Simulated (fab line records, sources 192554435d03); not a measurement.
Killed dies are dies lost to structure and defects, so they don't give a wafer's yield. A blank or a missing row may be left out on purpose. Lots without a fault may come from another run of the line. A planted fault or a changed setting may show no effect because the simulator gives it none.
Problem report in the 8D (eight disciplines) form, filled by code | flow n5_finfet | the parts of the form that need people (team, actions taken, sign-off) are left out

1. THE PROBLEM
cd_nm at N5_PMOS_HMC_CHANNEL_EPI_CD_MEAS_09 reads a mean of 258.5 nm on 2 wafers of 2 lots; wafers without a fault read 236.8 nm with a standard deviation of 0.92. That is +24 standard deviations from the usual mean.
The step: target cd 237.4 nm.
First seen on wafer L304.5, day 3 10:53, on cd_sem-02. The record holds 18 wafers of 6 lots with a number at this step. Rule for "out", or "out of limits": more than 4 standard deviations from the usual mean. The other wafers with a number count as sound.

2. WHAT IT IS AND WHAT IT IS NOT
question                    | is               | is not
which readings at this step | cd_nm            | -
which lots                  | L304, L305       | L298, L299, L313, L320
which wafers of those lots  | L304.5, L305.5   | L304.4, L304.6, L305.4, L305.6
read on which gauges        | cd_sem-02        | cd_sem-01, cd_sem-03
when                        | from day 3 10:53 | up to then (8 sound wafers); but 8 sound wafers of L305, L313, L320 came after

3. SUSPECTS, AND WHAT RULES EACH OUT
Counting: a tool at a process step up to the reading stays a suspect if it ran every lot that is out. Sound lots after the first of them don't rule it out here, since some wafers of a struck lot are sound.
- the gauge at N5_PMOS_HMC_CHANNEL_EPI_CD_MEAS_09: kept. All the wafers that are out were read on cd_sem-02, and no step on other tools shows them out.
- rtp_anneal-02 at N5_WELL_APT_RTA_34 (time 10 s): kept. It ran every lot that is out, first L304 (day 3 09:44).
- arfi_scanner-02 at N5_PMOS_HMC_CHANNEL_EPI_EXPOSE_06 (exposes mask PMOS HMC BLK, target cd 240 nm): kept. It ran every lot that is out, first L304 (day 3 10:46); its last sound lot up to then is L298 (day 1 23:36).
Left after counting: rtp_anneal-02 at N5_WELL_APT_RTA_34, arfi_scanner-02 at N5_PMOS_HMC_CHANNEL_EPI_EXPOSE_06, cd_sem-02 at N5_PMOS_HMC_CHANNEL_EPI_CD_MEAS_09.

4. THE CAUSE (what the simulator had put in)
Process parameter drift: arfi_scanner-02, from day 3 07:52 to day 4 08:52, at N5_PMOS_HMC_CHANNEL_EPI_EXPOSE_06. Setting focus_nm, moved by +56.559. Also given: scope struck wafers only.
Counting left 3 suspects, and this tool is among them.

5. THE CHAIN OF EFFECTS, in route order
Each row: a reading whose mean over the struck wafers that have a number lies more than 3 standard deviations from the usual. Only readings for which the record gives a usual standard deviation are gone through. hours: the time from each lot's start at the first step in this table that gives one to its start at this step, as a median over the lots. sigmas: the change in usual standard deviations.
hours | step                               | reading | usual    | on struck wafers | change | sigmas
0     | N5_PMOS_HMC_CHANNEL_EPI_CD_MEAS_09 | cd_nm   | 236.8 nm | 258.5            | +21.7  | +24
Later measuring or inspecting steps at which every struck wafer that the step has a row for has a number for every such reading, and none has moved that far: N5_PMOS_HMC_CHANNEL_EPI_OVL_MEAS_10, N5_PMOS_HMC_CHANNEL_EPI_INSPECT_11, N5_BEOL_M4_RC_MEAS_101.

6. WHAT WOULD HAVE CAUGHT IT SOONER
In this record the first reading out of limits at a measuring or inspecting step was taken at day 3 10:53, 3 hours after the fault began at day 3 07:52.
Of the lots that are out (2), L305 began N5_PMOS_HMC_CHANNEL_EPI_EXPOSE_06 on arfi_scanner-02 after day 3 10:53. A hold on the tool at that time would have spared it.
